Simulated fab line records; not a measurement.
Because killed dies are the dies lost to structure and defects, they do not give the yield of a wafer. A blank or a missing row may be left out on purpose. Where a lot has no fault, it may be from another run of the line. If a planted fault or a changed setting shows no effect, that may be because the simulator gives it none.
A struck lot beside a sound one || flow nand harc || 14 steps out of a route of 1302
Sound: the wafers L244.1, L244.3, L244.6. Wafers L245.1, L245.2, L245.5 were the ones struck. The cause is named last.
At each step with rows: each side's tool, then ch and its chambers, then its first start. Under that, the readings that differ: sound wafers || struck wafers || difference of the means || sigmas: that difference in standard deviations of wafers without a fault.
alike: a reading whose means differ by less than 2 such deviations, as well as words and numbers matching on both sides. not compared: withheld readings; readings where some wafer has no value; bounds like >300 that might hide an equal value; numbers whose values overlap and for which the record gives no deviation.
A row with sigmas, a row that says differs or no value, or rows on one side alone: a step with any of these is where the two part. When numbers do not overlap yet have no deviation, they are printed without sigmas and do not part them. A reading that every wafer of one side lacks parts them only if that side has two wafers or more.

first, 9 steps without rows for these wafers: NHARC_A_STAIRCASE_DEHYDRATE_176 (time 120 s); NHARC_A_STAIRCASE_HMDS_177 (time 30 s); NHARC_A_STAIRCASE_COAT_178; NHARC_A_STAIRCASE_SOFTBAKE_179 (time 170 s); NHARC_A_STAIRCASE_EBR_180; NHARC_A_STAIRCASE_EXPOSE_181 (exposes mask STAIR 2); NHARC_A_STAIRCASE_PEB_182 (peb time 130 s); NHARC_A_STAIRCASE_DEVELOP_183 (time 140 s); NHARC_A_STAIRCASE_HARDBAKE_185 (time 140 s).
NHARC_A_STAIRCASE_DESCUM_186: chemistry O2, time 3 s.
  sound on rie diel-10 ch 0,1,3, day 17 22:54; struck on rie diel-04 ch 0,2, day 18 10:04
  alike: drypump motor current A, oes product au, rf vpp V, showerhead plenum p Torr, throttle valve pct
  not compared: rf hours counter h
NHARC_A_STAIRCASE_TRIM_187: chemistry O2, time 211.2 s.
  sound on rie diel-10 ch 1,2,3, day 17 23:01; struck on rie diel-04 ch 0,1,2, day 18 10:09
  alike: drypump motor current A, oes product au, rf vpp V, showerhead plenum p Torr, throttle valve pct
  not compared: rf hours counter h
NHARC_A_STAIRCASE_ETCH_188: etches the open film in C4F8/O2, target depth 100 nm, time 40.5 s.
  sound on rie diel-10 ch 1,2,3, day 17 23:08; struck on rie diel-04 ch 0,1,2, day 18 10:18
{"reading": "run length s (s)", "sound": "61.9 61.9 63.1", "struck": "40.0 40.9 40.9", "difference": -21.7, "sigmas": -46}
  alike: oes product au, rf vpp V
  not compared: rf hours counter h
NHARC_A_STAIRCASE_TRIM_189: chemistry O2, time 211.2 s.
  sound on rie diel-10 ch 1,2; struck on rie diel-04 ch 0,1,2
  alike: drypump motor current A, oes product au, rf vpp V, showerhead plenum p Torr, throttle valve pct
  not compared: rf hours counter h
-- the record jumps here: 9 days lie between the struck wafers' starts before and after (it left off in module A_STAIRCASE and takes up again in module END, whose first step shown is number 1302 of the route) --
NHARC_END_SORT_01:
  here the record holds rows for the struck wafers (prober-01 ch 0, day 27 04:10) but none for the sound ones

WHERE THEY PART
Earliest at NHARC_A_STAIRCASE_ETCH_188; latest, in this record, at NHARC_END_SORT_01.

WHY: whatever the simulator had introduced
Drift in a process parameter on rie diel-04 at NHARC_A_STAIRCASE_ETCH_188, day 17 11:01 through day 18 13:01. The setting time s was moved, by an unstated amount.
